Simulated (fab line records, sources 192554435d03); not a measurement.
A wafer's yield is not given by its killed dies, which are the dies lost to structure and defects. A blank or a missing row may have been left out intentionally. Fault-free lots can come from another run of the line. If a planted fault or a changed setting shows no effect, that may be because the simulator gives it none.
Which tool was responsible?    flow n5-finfet    9 lots, 25 wafers sampled, at 6 steps of a route of 1938

## WHAT THE GAUGES SHOWED, per wafer
N5_WELL_APT_INSPECT_27: inspects for defects (macro). Usual: raw-defect-count at 2.0, with a standard deviation of 1.3.
lot   measured     on                 raw-defect-count  flag
L259  day 2 02:59  defect-inspect-02  1 1 1             
L260  day 2 09:05  defect-inspect-02  2 0 1             
L262  day 2 22:03  defect-inspect-01  2 5 2             
L263  day 3 02:55  defect-inspect-01  0 2 1             
L264  day 3 09:10  defect-inspect-02  4 2 2             
L268  day 4 08:52  defect-inspect-01  1 4               
L269  day 4 15:13  defect-inspect-01  1 4               
L278  day 6 21:06  defect-inspect-02  1 3 3             
L279  day 7 03:29  defect-inspect-02  4 4 5             

N5_PMOS_HMC_CHANNEL_EPI_CD_MEAS_09: target cd 237.4 nm. Usual: cd-nm at 237.5 nm, with a standard deviation of 0.83.
lot   measured     on         cd-nm (nm)         flag
L259  day 2 05:11  cd-sem-03  236.4 236.8 238.0  
L260  day 2 11:34  cd-sem-03  238.2 236.2 236.9  
L262  day 3 00:48  cd-sem-02  237.8 237.5 237.5  
L263  day 3 05:04  cd-sem-02  237.1 237.4 236.3  
L264  day 3 11:30  cd-sem-02  236.8 238.2 237.5  
L268  day 4 11:27  cd-sem-01  287.4 240.3        OFF
L269  day 4 17:14  cd-sem-03  286.4 282.7        OFF
L278  day 6 23:48  cd-sem-03  236.9 236.8 236.4  
L279  day 7 05:30  cd-sem-01  237.5 237.5 238.2  

N5_BEOL_M4_RC_MEAS_101. Usual: DIBL_N 36.4 mV/V, standard deviation 1.4; DIBL_P 36.4 mV/V, standard deviation 1.5; IOFF_N 0.156 nA/um, standard deviation 0.022; IOFF_P 0.210 nA/um, standard deviation 0.023; ION_N 675 uA/um, standard deviation 9.1; ION_P 463 uA/um, standard deviation 5.7; SS_N 71.6 mV/dec, standard deviation 0.45; SS_P 73.3 mV/dec, standard deviation 0.56; VT_N 250 mV, standard deviation 3.1; VT_P -250.3 mV, standard deviation 2.3.
lot   measured      on         DIBL_N (mV/V)   DIBL_P (mV/V)   IOFF_N (nA/um)     IOFF_P (nA/um)     ION_N (uA/um)  ION_P (uA/um)  SS_N (mV/dec)   SS_P (mV/dec)   VT_N (mV)    VT_P (mV)             flag
L259  day 10 06:00  prober-02  34.5 35.7 35.5  34.8 36.9 37.1  0.139 0.163 0.166  0.180 0.217 0.213  663 672 678    453 459 462    71.0 71.0 71.6  72.3 73.5 73.3  252 248 248  -248.9 -248.0 -248.4  
L260  day 9 12:20   prober-01  36.2 36.3 35.1  35.6 34.6 34.0  0.170 0.162 0.144  0.205 0.180 0.169  681 673 677    461 455 454    72.0 71.7 71.5  73.3 73.7 73.6  244 249 250  -249.8 -252.2 -253.3  
L262  day 10 07:53  prober-01  33.9 35.9 34.0  35.1 38.1 34.8  0.142 0.189 0.141  0.200 0.241 0.192  676 688 663    467 465 462    71.2 72.3 70.7  72.2 73.4 72.0  248 245 251  -251.3 -246.9 -251.6  
L263  day 10 13:27  prober-02  37.7 38.0 36.7  35.4 35.8 34.6  0.175 0.183 0.151  0.232 0.243 0.211  686 683 681    474 466 470    71.6 71.3 70.9  74.0 73.6 73.6  249 248 250  -249.3 -246.3 -248.6  
L264  day 10 18:31  prober-02  37.4 37.6 37.8  37.3 37.7 37.5  0.160 0.155 0.163  0.195 0.200 0.206  667 667 670    455 455 464    71.1 71.7 71.4  73.6 73.8 73.9  248 253 249  -254.0 -252.8 -251.3  
L268  day 12 01:19  prober-02  36.8            37.5            0.153              0.223              669            466            72.0            72.7            254          -249.1                
L278  day 14 05:38  prober-01  37.2 38.5 36.9  37.8 37.8 36.5  0.178 0.199 0.160  0.224 0.230 0.202  680 683 681    465 464 466    71.8 72.1 71.9  73.4 73.7 73.5  246 247 248  -249.6 -250.2 -252.1  
L279  day 14 15:42  prober-02  37.2 36.8 35.9  38.6 37.0 35.9  0.187 0.166 0.152  0.259 0.228 0.212  685 671 675    477 465 467    72.3 72.1 71.6  73.5 74.1 73.8  246 248 249  -249.3 -249.0 -250.1  

## WHICH TOOL RAN EACH LOT (tool, then ch and the chambers of the sampled wafers, then the start)
lot   N5_WELL_APT_DESCUM_30              N5_PMOS_HMC_CHANNEL_EPI_EXPOSE_06  N5_PMOS_HMC_CHANNEL_EPI_STRIP_33
L259  rie-diel-03 ch 2,3, day 2 03:07    arfi-scanner-03 ch 0, day 2 05:04  rie-diel-06 ch 1,3, day 2 05:25
L260  rie-diel-05 ch 0,2, day 2 09:17    arfi-scanner-02 ch 0, day 2 11:26  rie-diel-04 ch 0,1,2, day 2 11:55
L262  rie-diel-05 ch 0,2, day 2 22:25    arfi-scanner-02 ch 0, day 3 00:41  rie-diel-01 ch 0,2,3, day 3 01:02
L263  rie-diel-02 ch 0,3, day 3 02:58    arfi-scanner-03 ch 0, day 3 04:56  rie-diel-01 ch 0,1, day 3 05:17
L264  rie-diel-02 ch 0,3, day 3 09:24    arfi-scanner-01 ch 0, day 3 11:23  rie-diel-04 ch 1,2,3, day 3 11:50
L268  rie-diel-05 ch 0, day 4 09:17      arfi-scanner-01 ch 0, day 4 11:20  rie-diel-01 ch 3, day 4 11:40
L269  rie-diel-02 ch 1,2, day 4 15:14    arfi-scanner-01 ch 0, day 4 17:08  rie-diel-04 ch 0,1, day 4 17:28
L278  rie-diel-05 ch 0,3, day 6 21:43    arfi-scanner-02 ch 0, day 6 23:41  rie-diel-01 ch 1,2,3, day 7 00:01
L279  rie-diel-05 ch 0,1,2, day 7 03:31  arfi-scanner-02 ch 0, day 7 05:23  rie-diel-06 ch 0,3, day 7 05:52
- N5_WELL_APT_DESCUM_30: chemistry O2, time 7.9 s.
- N5_PMOS_HMC_CHANNEL_EPI_EXPOSE_06: exposes mask PMOS HMC BLK, target cd 240 nm.
- N5_PMOS_HMC_CHANNEL_EPI_STRIP_33: strips in N2/H2.

## WHAT THE TOOLS THEMSELVES READ (means of the sampled wafers that have a number; where no wafer has one, the mark that the record gives instead)
N5_WELL_APT_DESCUM_30. Usual: drypump-motor-current-A 5.9 A, standard deviation 0.45; oes-product-au 0.79 a.u., standard deviation 0.078; rf-vpp-V 243.8 V, standard deviation 1.6; showerhead-plenum-p-Torr 2.14 Torr, standard deviation 0.079; throttle-valve-pct 20.45 %, standard deviation 0.18.
lot   tool         drypump-motor-current-A (A)  oes-product-au (a.u.)  rf-vpp-V (V)  showerhead-plenum-p-Torr (Torr)  throttle-valve-pct (%)  flag
L259  rie-diel-03  6.0                          0.76                   242.3         2.07                             20.56                   
L260  rie-diel-05  5.8                          0.76                   244.1         2.19                             20.27                   
L262  rie-diel-05  5.8                          0.78                   245.5         2.19                             20.36                   
L263  rie-diel-02  6.1                          0.81                   243.4         2.19                             20.39                   
L264  rie-diel-02  6.1                          0.79                   245.4         2.19                             20.40                   
L268  rie-diel-05  5.7                          0.78                   244.3         2.20                             20.46                   
L269  rie-diel-02  5.5                          0.84                   241.4         2.02                             20.50                   
L278  rie-diel-05  6.1                          0.73                   244.6         2.18                             20.56                   
L279  rie-diel-05  5.5                          0.79                   244.1         2.14                             20.35                   

N5_PMOS_HMC_CHANNEL_EPI_EXPOSE_06. Usual: reticle-temp-C at 23.00 C, with a standard deviation of 0.11.
lot   tool             reticle-temp-C (C)  flag
L259  arfi-scanner-03  22.89               
L260  arfi-scanner-02  23.11               
L262  arfi-scanner-02  22.97               
L263  arfi-scanner-03  23.06               
L264  arfi-scanner-01  22.96               
L268  arfi-scanner-01  22.95               
L269  arfi-scanner-01  22.94               
L278  arfi-scanner-02  23.00               
L279  arfi-scanner-02  22.99               

N5_PMOS_HMC_CHANNEL_EPI_STRIP_33. Usual: drypump-motor-current-A 5.7 A, standard deviation 0.56; oes-product-au 0.80 a.u., standard deviation 0.095; rf-vpp-V 54.2 V, standard deviation 1.6; showerhead-plenum-p-Torr 3.36 Torr, standard deviation 0.11; throttle-valve-pct 18.99 %, standard deviation 0.27.
lot   tool         drypump-motor-current-A (A)  oes-product-au (a.u.)  rf-vpp-V (V)  showerhead-plenum-p-Torr (Torr)  throttle-valve-pct (%)  flag
L259  rie-diel-06  5.1                          0.77                   54.0          3.27                             19.09                   
L260  rie-diel-04  5.8                          0.79                   55.5          3.33                             19.10                   
L262  rie-diel-01  5.3                          0.79                   54.1          3.33                             18.86                   
L263  rie-diel-01  5.8                          0.89                   55.1          3.43                             18.79                   
L264  rie-diel-04  6.0                          0.77                   54.1          3.40                             19.18                   
L268  rie-diel-01  5.5                          0.69                   54.3          3.31                             18.93                   
L269  rie-diel-04  5.7                          0.74                   54.7          3.35                             18.92                   
L278  rie-diel-01  5.7                          0.76                   54.6          3.32                             18.97                   
L279  rie-diel-06  5.9                          0.87                   53.8          3.36                             19.05                   

## THE ANSWER, worked out from the rows above alone
Rule: take the mean of a lot's wafers that have a number; if it is more than 3 standard deviations from the usual mean, the lot is off. Also off: a lot with no number at a reading for which 4 or more lots have one. Where the step has rows for the other lots, those lots are counted as sound. The gauges are gone through in route order, then the tools' own readings, and for those a lot's mean is taken as printed above. The first step at which some lot is off is used, and at that step the reading that is off furthest; a lot without a number counts as furthest.
Off, at N5_PMOS_HMC_CHANNEL_EPI_CD_MEAS_09 on cd-nm: L268, L269.
A tool fits if, at a process step before that reading, it ran every lot that is off, and no sound lot after the first of them. Those tools and the gauges at N5_PMOS_HMC_CHANNEL_EPI_CD_MEAS_09 are tried in the same way. One fits: arfi-scanner-01 at N5_PMOS_HMC_CHANNEL_EPI_EXPOSE_06. Its last sound lot is L264 (day 3 11:23), its first lot that is off L268 (day 4 11:20): a fault that began between those two fits.

## WHAT WAS PUT IN BY THE SIMULATOR
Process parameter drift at N5_PMOS_HMC_CHANNEL_EPI_EXPOSE_06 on arfi-scanner-01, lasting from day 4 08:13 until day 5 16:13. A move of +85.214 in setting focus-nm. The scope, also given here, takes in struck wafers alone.
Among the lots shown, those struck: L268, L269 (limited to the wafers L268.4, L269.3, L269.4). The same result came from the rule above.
